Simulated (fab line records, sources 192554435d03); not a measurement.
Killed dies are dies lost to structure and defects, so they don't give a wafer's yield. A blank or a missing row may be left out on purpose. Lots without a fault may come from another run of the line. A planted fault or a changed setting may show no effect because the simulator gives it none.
Split-lot experiment | flow n5_finfet | 7 lots, 39 wafers read, on a route of 1938 steps

THE SPLIT
At N5_BEOL_M15_SPUTTER_44 (material Ta, target thk 15 nm, time 24.19 s), the setting time_s was moved away from the recipe's 24.19 s on 15 of the 39 wafers read, by -40.5% to +52.0%. The other wafers ran this setting at the recipe's value.

FROM THE SPLIT TO THE READING: what the file shows between them, 3 steps
- N5_BEOL_M15_SPUTTER_45: material Cu, target thk 100 nm, time 16.67 s
- N5_BEOL_M15_ECD_47: material Cu, target thk 1860 nm
- N5_BEOL_M15_ANNEAL_48: time 90 s

THE READING
barrier_field_endpoint_s, in s, at N5_BEOL_M15_CMP_49 (polishes, stops on SiO2, t overpolish 4.9 s, target thk 850 nm). Fault-free wafers of this fab line usually give 11.1 s, standard deviation 0.31 s.

wafer  | tool, chamber at the split | time_s as run, s | against the recipe | barrier_field_endpoint_s, s | against lot-mates on the recipe
L074.1 | pvd_sputter-02, -          | 29.28            | +21.0%             | 12.5                        | +1.5
L074.2 | pvd_sputter-02, -          | 29.28            | +21.0%             | 12.6                        | +1.6
L074.3 | pvd_sputter-02, -          | 24.19            | recipe             | 10.8                        | -
L074.4 | pvd_sputter-02, -          | 24.19            | recipe             | 11.4                        | -
L074.5 | pvd_sputter-02, -          | 29.28            | +21.0%             | 12.2                        | +1.2
L074.6 | pvd_sputter-02, -          | 24.19            | recipe             | 10.8                        | -
L075.1 | pvd_sputter-01, -          | 36.77            | +52.0%             | 13.9                        | +2.6
L075.2 | pvd_sputter-01, -          | 36.77            | +52.0%             | 14.4                        | +3.1
L075.3 | pvd_sputter-01, -          | 24.19            | recipe             | 11.1                        | -
L075.4 | pvd_sputter-01, -          | 24.19            | recipe             | 11.3                        | -
L075.5 | pvd_sputter-01, -          | 36.77            | +52.0%             | 14.4                        | +3.1
L075.6 | pvd_sputter-01, -          | 24.19            | recipe             | 11.5                        | -
L080.1 | pvd_sputter-01, -          | 18.17            | -24.9%             | 9.9                         | -0.8
L080.2 | pvd_sputter-01, -          | 24.19            | recipe             | 10.8                        | -
L080.3 | pvd_sputter-01, -          | 24.19            | recipe             | 10.9                        | -
L080.4 | pvd_sputter-01, -          | 24.19            | recipe             | 10.5                        | -
L080.5 | pvd_sputter-01, -          | 18.17            | -24.9%             | 9.7                         | -1.0
L080.6 | pvd_sputter-01, -          | 18.17            | -24.9%             | 9.9                         | -0.8
L086.2 | pvd_sputter-03, -          | 14.39            | -40.5%             | 8.7                         | -2.4
L086.3 | pvd_sputter-03, -          | 14.39            | -40.5%             | 9.0                         | -2.1
L086.4 | pvd_sputter-03, -          | 24.19            | recipe             | 10.7                        | -
L086.1 | pvd_sputter-03, -          | 24.19            | recipe             | 11.1                        | -
L086.6 | pvd_sputter-03, -          | 14.39            | -40.5%             | 8.7                         | -2.4
L086.5 | pvd_sputter-03, -          | 24.19            | recipe             | 11.6                        | -
L091.4 | pvd_sputter-02, -          | 28.49            | +17.8%             | 12.5                        | +1.5
L091.3 | pvd_sputter-02, -          | 24.19            | recipe             | 10.8                        | -
L091.1 | pvd_sputter-02, -          | 28.49            | +17.8%             | 12.3                        | +1.3
L091.2 | pvd_sputter-02, -          | 24.19            | recipe             | 11.2                        | -
L091.6 | pvd_sputter-02, -          | 28.49            | +17.8%             | 12.4                        | +1.4
L091.5 | pvd_sputter-02, -          | 24.19            | recipe             | 11.0                        | -
L095.1 | pvd_sputter-01, -          | 24.19            | recipe             | 10.7                        | -
L095.5 | pvd_sputter-01, -          | 24.19            | recipe             | 10.8                        | -
L095.6 | pvd_sputter-01, -          | 24.19            | recipe             | 10.4                        | -
L097.4 | pvd_sputter-03, -          | 24.19            | recipe             | 11.1                        | -
L097.2 | pvd_sputter-03, -          | 24.19            | recipe             | 11.2                        | -
L097.3 | pvd_sputter-03, -          | 24.19            | recipe             | 11.4                        | -
L097.1 | pvd_sputter-03, -          | 24.19            | recipe             | 12.1                        | -
L097.6 | pvd_sputter-03, -          | 24.19            | recipe             | 11.0                        | -
L097.5 | pvd_sputter-03, -          | 24.19            | recipe             | 11.5                        | -

THE FIT
A straight line over all 39 wafers: barrier_field_endpoint_s changes by +0.059 s for each +1% of time_s; r = +0.97; the points scatter about the line by 0.34 s.
The same after taking each lot's own level away (the mean of its wafers on the recipe; 39 wafers): +0.0563 s for each +1%; r = +0.97; scatter 0.3 s.
On that fit, the largest move of time_s shifts the reading by 2.9 s.
The lots' own levels span 10.63 to 11.38 s, that is 2.4 times the standard deviation above.
So the lot-to-lot level changes the slope little: the two slopes agree.
Check: with one of the wafers moved furthest among these (+52.0%) left out of the fit, the line predicts +3.1 s for it against its lot-mates. It came out at +2.6 s against them.

OTHER SPLITS ON THESE WAFERS
These wafers also went through other splits before the reading. Each is held against what the fit with the lots' levels taken away leaves over:
other split on the same wafers      | wafers away from the commonest value | r with barrier_field_endpoint_s (lot level and that fit taken away)
N5_BEOL_M12_ILD_DEP_00 time_s       | 12                                   | +0.15
N5_BEOL_M13_SPUTTER_44 target_thk_a | 18                                   | -0.13

THE WHOLE CHAIN: every reading that the file lists as answering this split, in the file's order
step                   | what it does                                                   | reading                                                                           | change (the file's fit)               | r (the file's)
N5_BEOL_M15_SPUTTER_44 | material Ta, target thk 15 nm, time 24.19 s                    | Ta_of_BEOL_M15_SPUTTER_44.thk_nm (the simulator's own value, which no gauge read) | +0.154 nm for each +1% of the setting | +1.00
N5_BEOL_M15_CMP_49     | polishes, stops on SiO2, t overpolish 4.9 s, target thk 850 nm | barrier_field_endpoint_s                                                          | +0.0562 s for each +1% of the setting | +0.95

THE FILE'S OWN FIT
barrier_field_endpoint_s changes by +0.0562 s for each +1% of time_s, r = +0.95.
